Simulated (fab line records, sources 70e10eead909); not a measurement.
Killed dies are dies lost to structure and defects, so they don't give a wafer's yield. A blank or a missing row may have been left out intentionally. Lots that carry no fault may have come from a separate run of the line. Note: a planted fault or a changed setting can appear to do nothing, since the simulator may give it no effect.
fab line records    flow nand-harc    part 2 of 2: steps 22 to 27 of 27
[record] lots = 5  wafers = 15  last-day = 32
route steps=1302 shown A_STAIRCASE@653
lots that met no fault: from a run of the same line without faults
start-h: start of the lot's first displayed wafer, in hours after the record's first day    wait-h: how many hours have passed since the lot's step before this one    " same as the row above    L1.1+2: a single row standing in for several wafers    - either no value or no given start    * or withheld: withheld    < > ~ a bound
route shown NAME@n: names a module that has steps shown in the file, with the first one's number in the route    usual: the fault-free wafers' mean and standard deviation    same: alike in all rows    chamber/n: place in a boat    sites: each site's reading    _std_site: standard deviation of those values    _edge_site: the outer-site mean with the inner-site mean subtracted    radius-mm: for every site, how far away it sits from the centre of the wafer    mask NAME#n: copy n    behind: the most recent tool/chamber to have shaped the wafer    hold: reason for holding the lot/hours on hold/outcome of the hold    device: whichever transistor did not switch (one of n, p or np)    end of line: the route-end tests of the same wafers    step lacking rows: just its recipe    killed: count of dies lost to structure and defects at first sort (not the wafer's yield)    map: dies across one wafer; x = killed, . = not, _ = none there
set.NAME: the setting as run; set.NAME@STEP: as run at that earlier step    model.NAME: the simulator's own value behind a step, which no gauge read
lots at some steps of the route; a table a step, a row a wafer
services: from which hour (start-h, from the record's first day; less than 0 if before it) a tool's chamber was out of use, for how many hours, and why
[[steps]]
[step NHARC_A_STAIRCASE_ETCH_19]
[recipe] target-depth-a = 1000  time-s = 40.5  ion-energy-ev = 400  c4f8-flow-sccm = 20  o2-flow-sccm = 10  ar-flow-sccm = withheld  rf-w = 600  bias-w = 1000  chemistry = C4F8/O2
[usual] oes-product-au = 0.945/0.016  rf-vpp-V = 895/6.7
lot.wafer  tool         chamber  start-h  wait-h  oes-product-au  rf-hours-counter-h  rf-vpp-V
L075.1     rie-diel-06  1        -        -       0.967           8                   887
L075.4     "            2        "        "       0.958           8                   894
L075.3     "            3        "        "       0.959           10                  887
L082.3     rie-diel-01  2        -        -       0.957           11                  903
L082.1     "            3        "        "       0.946           12                  893
L082.6     "            1        "        "       0.948           -                   906
L093.4     rie-diel-01  3        -        -       0.936           56                  893
L093.1     "            1        "        "       0.945           58                  903
L093.5     "            3        "        "       0.936           -                   895
L094.2     rie-diel-06  1        -        -       0.951           29                  904
L094.5     "            3        "        "       0.950           -                   906
L094.6     "            0        "        "       0.907           -                   886
L097.2     rie-diel-06  3        -        -       0.957           26                  905
L097.5     "            2        "        "       0.956           -                   892
L097.6     "            3        "        "       0.950           -                   905
[step NHARC_A_STAIRCASE_TRIM_20]
[recipe] time-s = 211.2  o2-flow-sccm = 500  ar-flow-sccm = 0  bias-w = 0  chemistry = O2
[usual] drypump-motor-current-A = 5.7/0.51  o2-flow-sccm = 499.9/1.7  oes-product-au = 1.004/0.015  rf-vpp-V = 57.8/0.93  showerhead-plenum-p-Torr = 3.53/0.18  throttle-valve-pct = 17.038/0.0095
lot.wafer  tool         chamber  start-h  wait-h  drypump-motor-current-A  o2-flow-sccm  oes-product-au  rf-hours-counter-h  rf-vpp-V  showerhead-plenum-p-Torr  throttle-valve-pct
L075.1     rie-diel-11  2        351.86   0.1     5.9                      502.4         1.014           26                  57.5      3.52                      17.027
L075.3     "            3        "        "       5.5                      498.2         1.009           29                  58.3      3.47                      17.044
L075.4     "            0        "        "       4.7                      502.6         1.012           23                  57.7      3.48                      17.030
L082.3     rie-diel-01  3        433.32   0.1     5.8                      498.4         1.010           12                  56.8      3.49                      17.048
L082.1     "            0        "        "       5.9                      498.0         1.006           15                  57.8      3.65                      17.033
L082.6     "            2        "        "       6.7                      500.1         1.020           -                   58.8      3.74                      17.019
L093.4     rie-diel-01  1        551.71   0.1     5.3                      499.9         0.985           58                  58.0      3.77                      17.035
L093.1     "            3        "        "       5.7                      498.7         0.995           56                  57.5      3.47                      17.043
L093.5     "            1        "        "       5.3                      500.0         0.979           -                   58.2      3.77                      17.024
L094.2     rie-diel-06  0        564.88   0.1     5.7                      500.7         0.980           26                  57.6      3.29                      17.026
L094.6     "            1        "        "       6.0                      499.6         1.011           -                   58.4      3.79                      17.028
L094.5     "            2        "        "       5.6                      498.2         1.036           -                   58.2      3.45                      17.047
L097.2     rie-diel-06  3        580.65   0.1     5.8                      499.3         1.028           26                  58.2      3.79                      17.031
L097.6     "            2        "        "       5.6                      501.0         1.016           -                   57.6      3.45                      17.030
L097.5     "            0        "        "       5.8                      503.4         0.983           -                   57.6      3.29                      17.031
[step NHARC_A_STAIRCASE_ETCH_21]
[recipe] target-depth-a = 1000  time-s = 40.5  ion-energy-ev = 400  c4f8-flow-sccm = 20  o2-flow-sccm = 10  ar-flow-sccm = withheld  rf-w = 600  bias-w = 1000  chemistry = C4F8/O2
[usual] oes-product-au = 0.952/0.02  rf-vpp-V = 896/6.7
lot.wafer  tool         chamber  start-h  wait-h  oes-product-au  rf-hours-counter-h  rf-vpp-V
L075.1     rie-diel-11  2        -        -       0.975           26                  897
L075.4     "            3        "        "       0.968           29                  894
L075.3     "            1        "        "       0.923           26                  889
L082.3     rie-diel-01  0        -        -       0.958           15                  901
L082.1     "            3        "        "       0.952           12                  895
L082.6     "            1        "        "       0.937           -                   905
L093.4     rie-diel-01  0        -        -       0.955           52                  899
L093.1     "            2        "        "       0.948           51                  902
L093.5     "            0        "        "       0.946           -                   899
L094.2     rie-diel-06  2        -        -       0.966           28                  893
L094.6     "            0        "        "       0.938           -                   887
L094.5     "            1        "        "       0.962           -                   906
L097.2     rie-diel-06  0        -        -       0.914           33                  888
L097.5     "            3        "        "       0.957           -                   906
L097.6     "            0        "        "       0.926           -                   887
[step NHARC_A_STAIRCASE_TRIM_22]
[recipe] time-s = 211.2  o2-flow-sccm = 500  ar-flow-sccm = 0  bias-w = 0  chemistry = O2
[usual] drypump-motor-current-A = 5.7/0.51  o2-flow-sccm = 500.1/1.5  oes-product-au = 1.002/0.016  rf-vpp-V = 57.7/0.92  showerhead-plenum-p-Torr = 3.54/0.18  throttle-valve-pct = 17.037/0.009
lot.wafer  tool         chamber  start-h  wait-h  drypump-motor-current-A  o2-flow-sccm  oes-product-au  rf-hours-counter-h  rf-vpp-V  showerhead-plenum-p-Torr  throttle-valve-pct
L075.4     rie-diel-11  3        -        -       5.5                      502.4         1.006           29                  58.1      3.47                      17.039
L075.3     "            0        "        "       4.7                      500.1         1.011           23                  58.3      3.48                      17.039
L075.1     "            2        "        "       5.9                      499.7         1.015           26                  58.3      3.52                      17.045
L082.3     rie-diel-01  0        -        -       5.8                      497.6         1.012           15                  59.0      3.65                      17.039
L082.1     "            2        "        "       6.7                      501.9         1.015           11                  56.4      3.74                      17.048
L082.6     "            0        "        "       5.8                      496.7         1.014           -                   57.7      3.65                      17.041
L093.1     rie-diel-01  3        -        -       5.8                      500.5         0.994           58                  57.8      3.46                      17.022
L093.4     "            0        "        "       5.8                      499.1         1.004           56                  57.9      3.62                      17.037
L093.5     "            2        "        "       6.7                      501.4         1.002           -                   58.3      3.71                      17.033
L094.2     rie-diel-06  3        -        -       5.8                      501.0         1.027           18                  58.3      3.80                      17.026
L094.5     "            3        "        "       5.8                      498.6         1.024           -                   56.8      3.80                      17.036
L094.6     "            0        "        "       5.7                      497.8         0.972           -                   57.0      3.29                      17.030
L097.2     rie-diel-06  0        -        -       5.8                      499.2         0.974           33                  58.1      3.29                      17.034
L097.6     "            3        "        "       5.7                      498.5         1.015           -                   57.4      3.79                      17.025
L097.5     "            0        "        "       5.7                      501.5         0.974           -                   56.3      3.29                      17.034
[step NHARC_A_STAIRCASE_ETCH_23]
[recipe] target-depth-a = 1000  time-s = 40.5  ion-energy-ev = 400  c4f8-flow-sccm = 20  o2-flow-sccm = 10  ar-flow-sccm = withheld  rf-w = 600  bias-w = 1000  chemistry = C4F8/O2
[usual] oes-product-au = 0.949/0.016  rf-vpp-V = 896/6.5
lot.wafer  tool         chamber  start-h  wait-h  oes-product-au  rf-hours-counter-h  rf-vpp-V
L075.3     rie-diel-11  1        -        -       0.912           26                  888
L075.4     "            3        "        "       0.964           29                  894
L075.1     "            0        "        "       0.967           23                  894
L082.3     rie-diel-01  1        -        -       0.943           14                  905
L082.1     "            2        "        "       0.962           11                  905
L082.6     "            1        "        "       0.939           -                   906
L093.4     rie-diel-01  2        -        -       0.950           53                  902
L093.1     "            0        "        "       0.967           56                  899
L093.5     "            3        "        "       0.956           -                   894
L094.2     rie-diel-06  0        -        -       0.927           27                  887
L094.5     "            2        "        "       0.963           -                   894
L094.6     "            3        "        "       0.942           -                   906
L097.2     rie-diel-06  2        -        -       0.968           37                  893
L097.5     "            2        "        "       0.961           -                   891
L097.6     "            3        "        "       0.962           -                   904
[step NHARC_A_STAIRCASE_TRIM_24]
[recipe] time-s = 211.2  o2-flow-sccm = 500  ar-flow-sccm = 0  bias-w = 0  chemistry = O2
[usual] drypump-motor-current-A = 5.7/0.5  o2-flow-sccm = 500.3/1.4  oes-product-au = 1.004/0.016  rf-vpp-V = 57.8/0.94  showerhead-plenum-p-Torr = 3.54/0.18  throttle-valve-pct = 17.037/0.0094
lot.wafer  tool         chamber  start-h  wait-h  drypump-motor-current-A  o2-flow-sccm  oes-product-au  rf-hours-counter-h  rf-vpp-V  showerhead-plenum-p-Torr  throttle-valve-pct
L075.3     rie-diel-11  3        -        -       5.5                      502.0         1.004           29                  57.7      3.47                      17.025
L075.4     "            0        "        "       4.7                      498.1         1.015           23                  59.3      3.48                      17.041
L075.1     "            2        "        "       5.9                      502.6         1.008           27                  58.7      3.52                      17.043
L082.1     rie-diel-01  2        -        -       6.7                      501.3         0.995           11                  58.9      3.74                      17.030
L082.3     "            3        "        "       5.7                      499.7         1.005           12                  57.2      3.49                      17.037
L082.6     "            2        "        "       6.7                      501.8         1.009           -                   58.2      3.74                      17.047
L093.4     rie-diel-01  2        -        -       6.7                      499.0         1.010           53                  59.1      3.71                      17.025
L093.1     "            0        "        "       5.8                      501.6         1.005           56                  59.4      3.62                      17.016
L093.5     "            1        "        "       5.3                      500.8         0.996           -                   58.9      3.77                      17.028
L094.2     rie-diel-06  1        -        -       6.0                      500.6         1.015           29                  58.3      3.79                      17.051
L094.5     "            1        "        "       6.0                      499.8         1.013           -                   57.9      3.79                      17.028
L094.6     "            2        "        "       5.5                      500.6         1.033           -                   58.6      3.45                      17.037
L097.2     rie-diel-06  3        -        -       5.7                      500.6         1.019           27                  57.8      3.79                      17.041
L097.5     "            0        "        "       5.7                      503.9         0.984           -                   56.2      3.29                      17.055
L097.6     "            2        "        "       5.5                      500.4         1.028           -                   56.9      3.45                      17.025
[[services]]
tool             chamber  start-h  hours  kind
rie-diel-11      0        325.90   7.3    repair
rie-diel-11      3        330.71   3.4    repair
krf-scanner-02   -        345.93   5.2    repair
wet-bench-09     -        352.89   8.0    pm
krf-scanner-01   -        367.31   1.7    repair
rie-diel-01      -        382.14   9.0    pm
wet-bench-04     -        403.20   8.0    pm
litho-track-07   -        426.00   7.0    pm
wet-bench-04     -        431.02   2.8    repair
rie-diel-11      -        434.35   9.0    pm
wet-bench-05     -        436.80   8.0    pm
rie-diel-01      0        441.28   19.2   repair
litho-track-03   -        450.00   7.0    pm
rie-diel-01      2        464.25   5.7    repair
rie-diel-06      0        471.24   7.3    repair
litho-track-05   -        474.03   7.0    pm
krf-scanner-01   -        484.00   4.0    pm
rie-diel-06      -        484.20   9.0    pm
krf-scanner-01   -        514.71   0.2    repair
plasma-asher-01  -        519.53   9.0    pm
krf-scanner-01   -        524.20   0.6    repair
wet-bench-09     -        528.89   8.0    pm
rie-diel-01      -        559.14   9.0    pm
wet-bench-04     -        579.20   8.0    pm
